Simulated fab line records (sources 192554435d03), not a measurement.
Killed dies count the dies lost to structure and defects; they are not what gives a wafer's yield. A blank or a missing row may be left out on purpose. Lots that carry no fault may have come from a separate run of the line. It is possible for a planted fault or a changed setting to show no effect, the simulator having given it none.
Chamber matching ; flow n5_finfet ; rie_diel-04 running N5_BEOL_M0_CUTY_ETCH_62: 4 sister chambers
The step etches SiARC in CF4, time 58.5 s. 16 wafers are shown with their chamber, then 8 later ones without.

== WAFERS, EACH WITH ITS CHAMBER ==
wafer;chamber;showerhead_plenum_p_Torr (Torr);throttle_valve_pct (%);drypump_motor_current_A (A)
L080.2;1;2.04;15.44;5.8
L080.3;3;2.16;15.73;5.0
L080.6;2;2.10;15.74;6.3
L081.2;3;2.16;15.73;5.1
L081.3;0;2.20;15.63;5.8
L081.4;1;2.04;15.45;5.8
L082.1;0;2.20;15.62;5.7
L082.4;1;2.04;15.45;5.9
L082.5;3;2.15;15.73;5.1
L084.1;2;2.09;15.76;6.3
L084.2;1;2.04;15.46;5.9
L084.4;0;2.20;15.64;5.7
L086.1;2;2.09;15.76;6.3
L086.2;0;2.20;15.66;5.7
L086.4;1;2.04;15.46;5.8
L091.3;0;2.20;15.66;5.7

SIGNATURES (means of the wafers above)
reading;chamber 0;chamber 1;chamber 2;chamber 3;scatter within a chamber
showerhead_plenum_p_Torr;2.2000;2.0400;2.0933;2.1567;0.00333
throttle_valve_pct;15.6420;15.4520;15.7533;15.7300;0.0123
drypump_motor_current_A;5.720;5.840;6.300;5.067;0.0471
Rule: a wafer lies at a distance from a chamber equal to the root of the sum of squares, over the readings, of (its reading less the chamber's mean, divided by the reading's scatter). If the next closest chamber is less than 2 further off than the closest, the wafer can't be placed; otherwise it belongs to the closest. The scatter is the square root of a quotient: the sum, over the shown wafers, of each reading's squared deviation from its chamber's mean, divided by wafers minus chambers.

== WAFERS MISSING THEIR CHAMBER ==
wafer;showerhead_plenum_p_Torr (Torr);throttle_valve_pct (%);drypump_motor_current_A (A)
L091.4;2.09;15.77;6.3
L091.5;2.03;15.48;5.8
L092.1;2.09;15.77;6.3
L092.2;2.03;15.49;5.8
L092.5;2.19;15.66;5.8
L094.1;2.19;15.68;5.8
L094.4;2.09;15.79;6.3
L094.5;2.09;15.80;6.3

== WHICH CHAMBER EACH WENT THROUGH ==
wafer;from the rows above;in truth
L091.4;2;2
L091.5;1;1
L092.1;2;2
L092.2;1;1
L092.5;0;0
L094.1;0;0
L094.4;2;2
L094.5;2;2
Correct placement for 8 of the 8. Not placeable from these rows: 0. Wrongly placed: 0.
